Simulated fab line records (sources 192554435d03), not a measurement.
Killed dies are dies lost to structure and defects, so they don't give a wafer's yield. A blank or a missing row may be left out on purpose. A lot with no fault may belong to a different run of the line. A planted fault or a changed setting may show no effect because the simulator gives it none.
One fault through the eyes of 2 desks | flow n5 finfet | every desk sees just its own numbers, and what lay behind them comes last

== THE METROLOGY DESK ==
What the gauges read, lot by lot, whatever tool the lot ran on: means of the sampled wafers that have a number. If a lot's mean is further than 4 standard deviations from the usual mean, the lot is out of limits and carries the mark OUT (the distance appears in the brackets). Only the readings that lie furthest out on some lot appear, 7 of the 11 it has.
Columns: A = SDB_THK at N5_SDB_THK_MEAS_31, usual 63.9 nm; B = DIBL_N at N5_BEOL_M4_RC_MEAS_101, usual 35.4 mV/V; C = ION_N at N5_BEOL_M4_RC_MEAS_101, usual 677 uA/um; D = SS_N at N5_BEOL_M4_RC_MEAS_101, usual 71.4 mV/dec; E = SS_P at N5_BEOL_M4_RC_MEAS_101, usual 72.9 mV/dec; F = VT_N at N5_BEOL_M4_RC_MEAS_101, usual 250 mV; G = VT_P at N5_BEOL_M4_RC_MEAS_101, usual -251 mV
lot  | first seen here | A    | B    | C   | D    | E    | F   | G
L238 | day 4 21:13     | 63.5 | 34.5 | 679 | 70.8 | 72.7 | 252 | -253
L242 | day 6 03:46     | 62.7 | 36.8 | 690 | 70.7 | 73.3 | 248 | -250
L246 | day 6 23:37     | 62.4 | 36.6 | 681 | 71.8 | 72.9 | 249 | -249
L247 | day 7 06:13     | 64.4 | 34.7 | 689 | 71.6 | 72.5 | 246 | -250
L251 | day 8 00:35     | 63.4 | 37.0 | 671 | 72.3 | 73.1 | 250 | -250
L257 | day 9 18:49     | 62.2 | 34.2 | 673 | 70.9 | 71.9 | 251 | -248
This desk's finding: nothing out of limits on any of the 6 lots.

== THE DEFECT DESK ==
Inspection counts along the route, by lot: the mean over sampled wafers that carry a number. If a lot's mean is further than 4 standard deviations from the usual mean, the lot is out of limits and carries the mark OUT (the distance appears in the brackets).
Columns: A = raw defect count at N5_SDB_INSPECT_36, usual 39; B = raw defect count at N5_DUMMY_REMOVAL_INSPECT_06, usual 12
lot  | first seen here | A  | B
L238 | day 4 21:15     | 30 | 9
L242 | day 6 03:47     | 38 | 400 (+73) OUT
L246 | day 6 23:38     | 44 | 410 (+75) OUT
L247 | day 7 06:14     | 25 | 12
L251 | day 8 00:37     | 65 | 12
L257 | day 9 18:51     | 37 | 10
Finding of this desk: L242, L246 out of limits; the first was L242 at day 6 04:01, on raw defect count at N5_DUMMY_REMOVAL_INSPECT_06. Within limits: L238, L247, L251, L257.

== TAKEN TOGETHER ==
The defect desk could have raised an alarm at day 6 04:01, on L242, L246.
At the metrology desk, nothing out of limits was observed.
The metrology desk holds a record of L242, L246, inside its limits.
N5_DUMMY_REMOVAL_PRECLEAN_07 was run on wet bench-06 by each of the lots named.

== WHAT THE SIMULATOR HAD PUT IN ==
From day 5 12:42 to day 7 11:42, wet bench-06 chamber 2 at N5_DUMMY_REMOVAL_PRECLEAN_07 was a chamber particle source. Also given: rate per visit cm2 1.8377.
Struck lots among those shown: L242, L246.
Hours from the fault's start to each desk's first reading out of limits: the defect desk, 15.
